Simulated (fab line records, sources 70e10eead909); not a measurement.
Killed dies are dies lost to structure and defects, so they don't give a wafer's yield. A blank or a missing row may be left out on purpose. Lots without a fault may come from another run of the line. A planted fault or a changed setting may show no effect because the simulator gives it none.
fab line records | flow nand_harc
record lots=6 wafers=18 last_day=24
route steps=1159 shown A_WL_FILL@822 END@1159
lots that met no fault: from a run of the same line without faults
start_h: hours from the record's first day to the start of the lot's first wafer shown | wait_h: hours since the lot's step before | " the same as in the row above | L1.1+2: a row that stands for several wafers | - no value, or no start given | * or withheld: withheld | < > ~ a bound
route shown NAME@n: a module of which the file shows steps, and the number in the route of the first | usual: mean/standard deviation of fault-free wafers | same: alike in all rows | chamber/n: place in a boat | sites: the reading at each site | _std_site: their standard deviation | _edge_site: outer sites' mean less inner sites' | radius_mm: how far each site lies from the wafer's centre | mask NAME#n: copy n | behind: the tool/chamber that last shaped the wafer | hold: why the lot was held/for how many hours/how that ended | device: the transistor (n, p or np) that didn't switch | end of line: the same wafers' tests at the end of the route | a step without rows: its recipe alone | killed: dies lost to structure and defects at the first sort, not the wafer's yield | map: a wafer's dies, x killed, . not, _ none there
set.NAME: the setting as run; set.NAME@STEP: as run at that earlier step | model.NAME: the simulator's own value behind a step, which no gauge read
lots at some steps of the route; a table a step, a row a wafer
services: from which hour (start_h, from the record's first day; less than 0 if before it) a tool's chamber was out of use, for how many hours, and why
## steps
# step NHARC_A_WL_FILL_ALD_10
# recipe target_thk_a=500 pulse_time_s=10 ald_cycles=500 temp_c=300 material=SiO2
# step NHARC_A_WL_FILL_ETCHBACK_16
# recipe target_depth_a=880 time_s=17.6 c4f8_flow_sccm=withheld o2_flow_sccm=8 ar_flow_sccm=withheld rf_w=600 bias_w=800 chemistry=C4F8/O2/Ar
# usual oes_product_au=0.987/0.023 rf_vpp_V=723/4.4
# columns lot.wafer tool chamber start_h wait_h oes_product_au rf_hours_counter_h rf_vpp_V
L418.4 rie_diel-08 1 - - 0.993 1.7 728
L418.5 " 2 " " 0.985 - 728
L418.6 " 3 " " 1.012 - 719
L421.2 rie_diel-08 0 - - 0.950 1.9 726
L421.4 " 1 " " 0.971 1.9 728
L421.5 " 2 " " 0.958 - 727
L426.2 rie_diel-06 3 - - 1.013 6.4 726
L426.4 " 0 " " 1.018 4.7 724
L426.6 " 1 " " 0.989 - 716
L428.1 rie_diel-08 0 - - 0.918 4.8 728
L428.5 " 2 " " 0.915 - 726
L428.6 " 3 " " 0.931 - 717
L437.4 rie_diel-08 1 - - 1.007 8.0 729
L437.1 " 3 " " 1.013 8.6 719
L437.5 " 2 " " 0.991 - 728
L439.3 rie_diel-06 3 - - 1.002 1.4 728
L439.5 " 3 " " 1.002 - 727
L439.6 " 0 " " 1.001 - 723
# step NHARC_A_WL_FILL_STRIP_29
# recipe time_s=20 o2_flow_sccm=500 ar_flow_sccm=0 bias_w=0 chemistry=O2
# step NHARC_A_WL_FILL_ETCHBACK_17
# recipe target_depth_a=40 time_s=26.7 chemistry=Cl2/BCl3
# usual drypump_motor_current_A=5.7/0.39 oes_product_au=1.001/0.012
# columns lot.wafer tool chamber start_h wait_h drypump_motor_current_A oes_product_au rf_hours_counter_h
L418.4 rie_metal-01 1 353.81 - 6.0 1.007 -
L418.5 " 1 " " 6.0 1.001 -
L418.6 " 0 " " 6.0 1.011 -
L421.2 rie_metal-01 1 361.60 - 6.0 0.999 0.8
L421.4 " 0 " " 6.0 0.994 -
L421.5 " 0 " " 6.0 0.979 -
L426.2 rie_metal-01 1 411.69 - 6.0 0.991 2.1
L426.4 " 1 " " 6.0 1.002 -
L426.6 " 1 " " 6.0 0.995 -
L428.1 rie_metal-03 0 412.16 - 5.6 1.014 3.7
L428.6 " 1 " " 6.0 0.990 -
L428.5 " 0 " " 5.6 1.009 -
L437.1 rie_metal-01 0 456.44 - 6.0 1.021 3.6
L437.4 " 0 " " 6.0 1.028 -
L437.5 " 0 " " 6.0 1.025 -
L439.3 rie_metal-03 0 472.22 - 5.6 1.009 -
L439.6 " 1 " " 6.0 0.992 -
L439.5 " 0 " " 5.6 1.018 -
# step NHARC_A_WL_FILL_PRECLEAN_18
# recipe time_s=30 chemistry=dHF
# step NHARC_A_WL_FILL_SRD_21
# step NHARC_A_WL_FILL_CVD_23
# recipe target_thk_a=400 temp_c=620 pressure_mtorr=200 time_s=800 material=poly-Si
# step NHARC_A_WL_FILL_ETCHBACK_26
# recipe target_depth_a=520 time_s=13.3 hbr_flow_sccm=150 rf_w=350 icp_w=350 bias_w=60 chemistry=HBr
# usual drypump_motor_current_A=5.8/0.48 oes_product_au=1.000/0.01 throttle_valve_pct=23.265/0.0094
# columns lot.wafer tool chamber start_h wait_h drypump_motor_current_A oes_product_au rf_hours_counter_h throttle_valve_pct
L418.4 rie_si-06 1 359.14 0.4 4.9 0.993 1.0 23.249
L418.6 " 0 " " 5.5 1.013 - 23.260
L418.5 " 1 " " 4.9 0.994 - 23.268
L421.4 rie_si-05 0 366.77 0.4 6.1 0.985 1.2 23.273
L421.2 " 2 " " 5.3 1.002 0.8 23.256
L421.5 " 0 " " 6.2 0.986 - 23.264
L426.2 rie_si-01 3 416.76 0.4 6.3 1.011 0.8 23.267
L426.4 " 0 " " 6.2 0.998 0.8 23.264
L426.6 " 2 " " 6.1 1.000 - 23.275
L428.1 rie_si-06 0 416.78 0.4 5.5 0.996 0.1 23.266
L428.5 " 2 " " 5.8 1.001 - 23.249
L428.6 " 3 " " 6.0 0.985 - 23.260
L437.4 rie_si-01 1 461.66 0.4 6.6 0.998 1.1 23.274
L437.1 " 2 " " 6.1 1.019 1.0 23.253
L437.5 " 2 " " 6.1 1.019 - 23.281
L439.3 rie_si-01 3 477.22 0.4 6.2 1.004 1.2 23.256
L439.5 " 2 " " 6.1 1.011 - 23.258
L439.6 " 3 " " 6.3 1.008 - 23.259
# step NHARC_A_WL_FILL_PRECLEAN_30
# recipe time_s=10 chemistry=dHF
# step NHARC_A_WL_FILL_SRD_14
# step NHARC_A_WL_FILL_ALD_19
# recipe target_thk_a=20 pulse_time_s=3 ald_cycles=100 temp_c=450 material=TiN
# usual heater_power_outer_w=742/94 heater_power_w=1126/120 precursor_pulse_height_rel=0.999/0.018
# columns lot.wafer tool chamber start_h wait_h heater_power_outer_w heater_power_w precursor_pulse_height_rel since_wet_clean_h
L418.4 ald_metal-01 3 359.40 0.1 686 980 1.013 69
L418.5 " 3 " " 671 1006 1.005 -
L418.6 " 0 " " 797 1127 0.965 -
L421.4 ald_metal-01 0 367.04 0.1 779 1120 1.010 77
L421.2 " 3 " " 669 984 0.982 77
L421.5 " 0 " " 792 1118 0.989 -
L426.2 ald_metal-04 1 417.00 0.1 706 1055 1.016 1
L426.4 " 3 " " 607 1013 0.975 1
L426.6 " 1 " " 704 1092 1.014 -
L428.1 ald_metal-01 1 417.04 0.1 770 1135 1.014 127
L428.5 " 1 " " 772 1150 1.001 -
L428.6 " 2 " " 721 1152 0.982 -
L437.1 ald_metal-02 2 461.93 0.1 772 1188 0.980 88
L437.4 " 3 " " 618 1005 0.996 88
L437.5 " 3 " " 606 1006 0.996 -
L439.3 ald_metal-01 0 477.52 0.1 787 1197 0.996 9
L439.6 " 3 " " 696 967 1.002 -
L439.5 " 0 " " 792 1113 0.972 -
# step NHARC_A_WL_FILL_CVD_20
# recipe target_thk_a=750 temp_c=300 pressure_torr=40 wf6_flow_sccm=40 h2_flow_sccm=1600 ar_flow_sccm=1560 time_s=5064 material=W
# usual heater_power_outer_w=256/5.9 heater_power_w=457/29 throttle_valve_pct=8.01/0.25
# columns lot.wafer tool chamber start_h wait_h heater_power_outer_w heater_power_w since_wet_clean_h throttle_valve_pct
L418.4 cvd_w-02 0 - - 254 455 - 7.68
L418.5 " 1 " " 267 436 - 8.26
L418.6 " 0 " " 256 451 - 7.84
L421.2 cvd_w-01 1 - - 256 453 62 8.03
L421.4 " 0 " " 257 503 - 8.19
L421.5 " 1 " " 250 456 - 8.08
L426.2 cvd_w-01 1 - - 256 440 112 8.08
L426.4 " 1 " " 260 439 - 8.12
L426.6 " 0 " " 262 504 - 8.17
L428.1 cvd_w-02 0 - - 249 446 28 7.70
L428.5 " 0 " " 254 448 - 7.90
L428.6 " 1 " " 252 426 - 8.08
L437.1 cvd_w-01 0 - - 263 510 163 8.23
L437.4 " 0 " " 256 497 - 8.45
L437.5 " 0 " " 267 512 - 8.54
L439.3 cvd_w-02 0 - - 250 457 - 7.83
L439.6 " 0 " " 250 457 - 7.88
L439.5 " 1 " " 256 423 - 8.26
# step NHARC_A_WL_FILL_CMP_12
# recipe t_overpolish_s=30 target_thk_nm=75
# usual motor_current_A=11.6/1.2 overpolish_run_s=30.000/0.0081 time_to_endpoint_s=15.8/2.1
# columns lot.wafer tool chamber start_h wait_h motor_current_A overpolish_run_s time_to_endpoint_s
L418.4 cmp-02 0 364.73 2.2 11.6 29.992 18.8
L418.6 " 3 " " 10.3 30.022 15.6
L418.5 " 0 " " 12.1 30.003 17.4
L421.4 cmp-03 3 372.24 2.2 11.3 29.991 16.0
L421.2 " 1 " " 12.2 30.008 15.0
L421.5 " 2 " " 12.0 29.998 14.6
L426.2 cmp-03 3 422.69 4.3 11.8 29.993 18.2
L426.4 " 1 " " 11.3 30.002 12.9
L426.6 " 0 " " 9.2 29.987 8.9
L428.1 cmp-03 2 425.08 4.3 11.5 29.996 15.6
L428.6 " 2 " " 11.9 30.000 9.5
L428.5 " 3 " " 11.4 29.991 10.4
L437.1 cmp-04 1 472.37 3.6 10.9 29.999 19.3
L437.4 " 0 " " 13.8 29.992 16.7
L437.5 " 2 " " 12.2 30.002 18.6
L439.3 cmp-04 2 495.71 2.9 12.5 29.994 14.7
L439.6 " 1 " " 11.1 30.000 16.9
L439.5 " 2 " " 12.4 30.011 12.1
# step NHARC_END_SORT_01
# recipe temp_c=25
# usual killed_at_array=25/9.2 killed_at_other=0.9/1.3 killed_at_periphery=3.3/2.3 killed_dies=29/9.6 killed_open=3.2/1.8 killed_short=2/1.4
# same gross_dies=677
# columns lot.wafer tool chamber start_h wait_h killed_at_array killed_at_other killed_at_periphery killed_dies killed_open killed_short
L418.4 prober-02 0 437.98 3.4 17 4 7 28 6 2
L418.5 prober-02 0 438.77 3.7 13 2 1 16 3 1
L418.6 prober-02 0 439.56 3.9 10 0 6 16 3 0
L421.2 prober-02 0 456.57 2.8 30 0 0 30 3 1
L421.4 prober-02 0 458.16 3.4 22 1 2 25 2 2
L421.5 prober-02 0 458.95 3.7 29 0 2 31 3 3
L428.1 prober-02 0 497.85 2.5 34 3 6 43 4 3
L428.5 prober-02 0 500.99 3.6 23 3 2 28 1 1
L428.6 prober-02 0 501.78 3.9 32 1 2 35 5 1
L426.2 prober-01 0 498.65 2.8 23 0 3 26 6 0
L426.4 prober-01 0 500.26 3.4 16 0 2 18 1 2
L426.6 prober-01 0 501.87 4.0 22 0 1 23 4 0
L437.1 prober-01 0 559.48 2.5 15 1 1 17 3 3
L437.4 prober-01 0 561.88 3.4 12 1 1 14 3 1
L437.5 prober-01 0 562.69 3.7 10 1 2 13 4 1
L439.3 prober-02 0 576.60 3.1 31 2 6 39 3 0
L439.5 prober-02 0 578.20 3.7 44 0 10 54 7 2
L439.6 prober-02 0 579.00 4.0 33 2 4 39 0 2
# killed by level:class
L418.4 A_SGD_CUT:chamber_film_flake=4 THIN_TSV:chamber_film_flake=4 A_CONTACT:geometric_particle:open=2 P_ZERO_WELL:chamber_film_flake=2 P_STI:chamber_film_flake=2 A_CHANNEL_HOLE_D1:chamber_film_flake=2 A_CHANNEL_FILL_D1:chamber_film_flake=2 P_GATE:geometric_particle:open=1
L418.5 A_CHANNEL_HOLE_D1:chamber_film_flake=2 A_WL_FILL:chamber_film_flake=2 A_CONTACT:chamber_film_flake=2 THIN_TSV:chamber_film_flake=2 A_CHANNEL_FILL_D1:geometric_particle:short=1 A_CHANNEL_FILL_D1:geometric_particle:open=1 A_BLC:geometric_particle:open=1 A_M0:geometric_particle:open=1
L418.6 P_ZERO_WELL:chamber_film_flake=3 A_CHANNEL_HOLE_D1:chamber_film_flake=2 A_CHANNEL_FILL_D1:chamber_film_flake=2 A_STAIRCASE:chamber_film_flake=2 A_SGD_CUT:chamber_film_flake=2 P_CONTACT:geometric_particle:open=1 A_ONON_D1:geometric_particle:open=1 A_M1:geometric_particle:open=1
L421.2 A_SLIT:chamber_film_flake=9 A_STAIRCASE:chamber_film_flake=6 A_CONTACT:chamber_film_flake=6 A_CHANNEL_FILL_D1:chamber_film_flake=3 A_CHANNEL_HOLE_D1:chamber_film_flake=2 A_ONON_D1:geometric_particle:open=1 A_CHANNEL_FILL_D1:geometric_particle:short=1 A_CHANNEL_FILL_D1:geometric_particle:open=1
L421.4 A_SLIT:chamber_film_flake=7 A_CONTACT:chamber_film_flake=5 A_STAIRCASE:chamber_film_flake=4 A_WL_FILL:chamber_film_flake=2 P_M0:geometric_particle:open=1 A_ONON_D1:geometric_particle:short=1 A_CHANNEL_FILL_D1:geometric_particle:short=1 A_WL_FILL:geometric_particle:open=1
L421.5 A_SLIT:chamber_film_flake=7 A_CONTACT:chamber_film_flake=5 A_CHANNEL_FILL_D1:chamber_film_flake=4 A_STAIRCASE:chamber_film_flake=4 A_CHANNEL_HOLE_D1:chamber_film_flake=2 A_WL_FILL:chamber_film_flake=2 P_CONTACT:geometric_particle:open=1 P_M2:geometric_particle:open=1
L428.1 A_CHANNEL_HOLE_D1:chamber_film_flake=20 A_STAIRCASE:chamber_film_flake=4 A_CONTACT:chamber_film_flake=3 THIN_TSV:chamber_film_flake=3 P_BONDPAD:chamber_film_flake=2 A_SGD_CUT:chamber_film_flake=2 P_M0:geometric_particle:short=1 P_M1:geometric_particle:short=1
L426.2 A_SLIT:chamber_film_flake=6 A_CHANNEL_HOLE_D1:chamber_film_flake=4 A_WL_FILL:chamber_film_flake=3 A_CONTACT:chamber_film_flake=3 A_M0:geometric_particle:open=2 P_ZERO_WELL:chamber_film_flake=2 P_CONTACT:geometric_particle:open=1 A_CHANNEL_HOLE_D1:geometric_particle:open=1
L426.4 A_SLIT:chamber_film_flake=7 P_ZERO_WELL:chamber_film_flake=2 A_CHANNEL_HOLE_D1:chamber_film_flake=2 A_WL_FILL:chamber_film_flake=2 A_STAIRCASE:geometric_particle:short=1 A_CONTACT:geometric_particle:open=1 A_M0:geometric_particle:short=1 A_STAIRCASE:chamber_film_flake=1
L428.5 A_CHANNEL_HOLE_D1:chamber_film_flake=11 A_STAIRCASE:chamber_film_flake=6 THIN_TSV:chamber_film_flake=3 A_SGD_CUT:chamber_film_flake=3 A_CONTACT:chamber_film_flake=2 P_M1:geometric_particle:open=1 A_CONTACT:geometric_particle:short=1 P_ZERO_WELL:chamber_film_flake=1
L428.6 A_CHANNEL_HOLE_D1:chamber_film_flake=15 A_CONTACT:chamber_film_flake=5 A_STAIRCASE:chamber_film_flake=3 A_M0:geometric_particle:open=2 P_BONDPAD:chamber_film_flake=2 A_SGD_CUT:chamber_film_flake=2 A_ONON_D1:geometric_particle:open=1 A_SGD_CUT:geometric_particle:short=1
L426.6 A_SLIT:chamber_film_flake=5 A_STAIRCASE:chamber_film_flake=4 A_WL_FILL:chamber_film_flake=4 A_M0:geometric_particle:open=2 A_CHANNEL_HOLE_D1:chamber_film_flake=2 A_CONTACT:chamber_film_flake=2 A_BLC:geometric_particle:open=1 A_M1:geometric_particle:open=1
L437.1 A_CHANNEL_HOLE_D1:chamber_film_flake=5 A_CONTACT:chamber_film_flake=3 A_CONTACT:geometric_particle:open=2 A_ONON_D1:geometric_particle:short=1 A_ONON_D1:geometric_particle:open=1 A_CONTACT:geometric_particle:short=1 A_M0:geometric_particle:short=1 P_STI:chamber_film_flake=1
L437.4 A_CHANNEL_HOLE_D1:chamber_film_flake=3 A_CONTACT:chamber_film_flake=3 A_M0:geometric_particle:open=2 A_WL_FILL:geometric_particle:short=1 A_BLC:geometric_particle:open=1 P_STI:chamber_film_flake=1 A_CHANNEL_FILL_D1:chamber_film_flake=1 A_SLIT:chamber_film_flake=1
L437.5 A_CHANNEL_HOLE_D1:chamber_film_flake=4 A_CONTACT:geometric_particle:open=2 A_CONTACT:chamber_film_flake=2 P_M0:geometric_particle:open=1 A_CHANNEL_FILL_D1:geometric_particle:short=1 A_CHANNEL_FILL_D1:geometric_particle:open=1 P_M1:chamber_film_flake=1 THIN_TSV:chamber_film_flake=1
L439.3 A_CHANNEL_HOLE_D1:chamber_film_flake=19 A_SLIT:chamber_film_flake=6 P_STI:chamber_film_flake=2 P_M2:chamber_film_flake=2 A_WL_FILL:chamber_film_flake=2 A_CONTACT:chamber_film_flake=2 P_CONTACT:geometric_particle:open=1 A_CONTACT:geometric_particle:open=1
L439.5 A_CHANNEL_HOLE_D1:chamber_film_flake=18 A_SLIT:chamber_film_flake=12 P_M2:chamber_film_flake=6 A_CONTACT:chamber_film_flake=4 P_CONTACT:geometric_particle:open=2 A_CHANNEL_FILL_D1:geometric_particle:open=2 A_CONTACT:geometric_particle:open=2 P_GATE:chamber_film_flake=2
L439.6 A_CHANNEL_HOLE_D1:chamber_film_flake=12 A_SLIT:chamber_film_flake=11 A_CONTACT:chamber_film_flake=6 P_M2:chamber_film_flake=2 A_WL_FILL:chamber_film_flake=2 THIN_TSV:chamber_film_flake=2 P_CONTACT:geometric_particle:short=1 A_CONTACT:geometric_particle:short=1
## services
# columns tool chamber start_h hours kind
rie_diel-08 3 330.88 2.4 repair
rie_metal-01 - 332.00 9.0 pm
rie_si-06 1 337.55 8.9 repair
cmp-04 - 337.55 2.5 repair
rie_diel-06 0 347.54 28.0 repair
cmp-03 - 352.00 4.0 pm
rie_diel-06 2 359.52 9.2 repair
rie_si-06 - 360.00 9.0 pm
rie_diel-06 - 379.23 0.7 repair
cvd_w-02 - 379.65 13.0 pm
rie_si-06 3 392.61 3.0 repair
rie_diel-06 3 393.27 5.8 repair
cmp-04 - 399.13 4.0 pm
rie_si-06 0 404.86 10.7 repair
rie_metal-03 - 408.25 0.2 repair
rie_si-01 - 412.64 3.7 repair
rie_diel-08 1 419.73 3.0 repair
cmp-03 - 450.00 4.0 pm
rie_diel-08 1 451.01 3.7 repair
rie_si-01 3 452.75 2.0 repair
cvd_w-01 - 474.02 13.0 pm
rie_diel-08 - 478.80 9.0 pm
rie_si-01 - 481.00 9.0 pm
cvd_w-02 - 482.44 0.6 repair
## key
first_sign step=NHARC_A_WL_FILL_CMP_12 reading=time_to_endpoint_s direction=down sigmas=2.9 usual=* struck=*
effect none on later readings
met_at NHARC_A_WL_FILL_CMP_12
struck_wafers L426.6,L428.5,L428.6
tester_left_out L426,L428
onset_between 372.24 422.69
fault kind=process_parameter_drift tool=cmp-03 chamber=- onset_h=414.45 steps=NHARC_A_WL_FILL_CMP_12 channel=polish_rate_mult offset=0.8 shape=step end_h=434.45 scope=struck_wafers_only
# tester_left_out: of these lots the tester's yield and bins aren't shown, on N5 and GAA mostly nor the transistor test; their killed dies are dies lost to structure and defects alone, not to doping, threshold or leakage, so they don't give the yield
